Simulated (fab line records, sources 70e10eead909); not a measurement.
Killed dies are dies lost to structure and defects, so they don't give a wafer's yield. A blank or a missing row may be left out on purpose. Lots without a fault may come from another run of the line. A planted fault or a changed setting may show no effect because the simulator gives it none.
A struck lot beside a sound one | flow nand_harc | 14 steps out of a route of 1302
Sound: wafers L532.1, L532.2, L532.4. Struck: wafers L527.1, L527.3, L527.6. The cause comes at the end.
At each step with rows: each side's tool, then ch and its chambers, then its first start. Under that, the readings that differ: sound wafers | struck wafers | difference of the means | sigmas: that difference in standard deviations of wafers without a fault.
alike: readings whose means differ by less than 2 such deviations, and words and numbers that are the same on both sides. not compared: withheld readings, readings that some wafer has no value for, bounds like >300 that may hide the same value, and numbers for which the record gives no deviation and whose values overlap.
The two part at a step that has a row with sigmas, a row that says differs or no value, or rows on one side only. Numbers that don't overlap but have no deviation are shown without sigmas and don't part them. A reading that every wafer of one side lacks parts them only if that side has two wafers or more.

first, 6 steps without rows for these wafers: NHARC_A_STAIRCASE_SOFTBAKE_04 (time 170 s); NHARC_A_STAIRCASE_EBR_05; NHARC_A_STAIRCASE_EXPOSE_06 (exposes mask STAIR); NHARC_A_STAIRCASE_PEB_07 (peb time 130 s); NHARC_A_STAIRCASE_DEVELOP_08 (time 140 s); NHARC_A_STAIRCASE_HARDBAKE_10 (time 140 s).
NHARC_A_STAIRCASE_DESCUM_11: chemistry O2, time 3 s.
  sound on rie_diel-05 ch 0,1,3, day 22 07:47; struck on rie_diel-12 ch 1,2, day 20 02:10
  alike: drypump_motor_current_A, oes_product_au, rf_vpp_V, showerhead_plenum_p_Torr, throttle_valve_pct
  not compared: rf_hours_counter_h
NHARC_A_STAIRCASE_TRIM_12: chemistry O2, time 211.2 s.
  sound on rie_diel-05 ch 0,2,3, day 22 07:52; struck on rie_diel-05 ch 1,3, day 20 02:19
  alike: chamber_pressure_mTorr, drypump_motor_current_A, oes_product_au, rf_vpp_V, showerhead_plenum_p_Torr, throttle_valve_pct
  not compared: rf_hours_counter_h
NHARC_A_STAIRCASE_ETCH_13: etches the open film in C4F8/O2, target depth 100 nm, time 40.5 s.
  sound on rie_diel-05 ch 1,2,3; struck on rie_diel-05 ch 0,1
  alike: oes_product_au, rf_vpp_V
  not compared: rf_hours_counter_h
NHARC_A_STAIRCASE_TRIM_14: chemistry O2, time 211.2 s.
  sound on rie_diel-05 ch 0,1,2; struck on rie_diel-03 ch 0,1, day 20 02:34
  alike: chamber_pressure_mTorr, drypump_motor_current_A, oes_product_au, rf_vpp_V, showerhead_plenum_p_Torr, throttle_valve_pct
  not compared: rf_hours_counter_h
NHARC_A_STAIRCASE_ETCH_15: etches the open film in C4F8/O2, target depth 100 nm, time 40.5 s.
  sound on rie_diel-05 ch 0,2,3; struck on rie_diel-03 ch 1,2
  alike: oes_product_au, rf_vpp_V
  not compared: rf_hours_counter_h
NHARC_A_STAIRCASE_TRIM_16: chemistry O2, time 211.2 s.
  sound on rie_diel-05 ch 0,1,3, day 22 08:21; struck on rie_diel-12 ch 0,1, day 20 02:50
  no value came back on the struck wafers for any of 8 readings (bias_w (W), chamber_pressure_mTorr (mTorr) and others); on the sound wafers bias_w (W) reads 0 0 0
then, 1 step without rows for these wafers: NHARC_A_STAIRCASE_ETCH_17 (etches the open film in C4F8/O2, target depth 100 nm, time 40.5 s).
-- the record jumps here: 9 days lie between the struck wafers' starts before and after (it left off in module A_STAIRCASE and takes up again in module END, whose first step shown is number 1302 of the route) --
NHARC_END_SORT_01:
  the record has rows for the struck wafers here (prober-02 ch 0, day 29 11:52) and none for the sound ones

WHERE THEY PART
First at NHARC_A_STAIRCASE_TRIM_16; last, within this record, at NHARC_END_SORT_01.

WHY: what the simulator had put in
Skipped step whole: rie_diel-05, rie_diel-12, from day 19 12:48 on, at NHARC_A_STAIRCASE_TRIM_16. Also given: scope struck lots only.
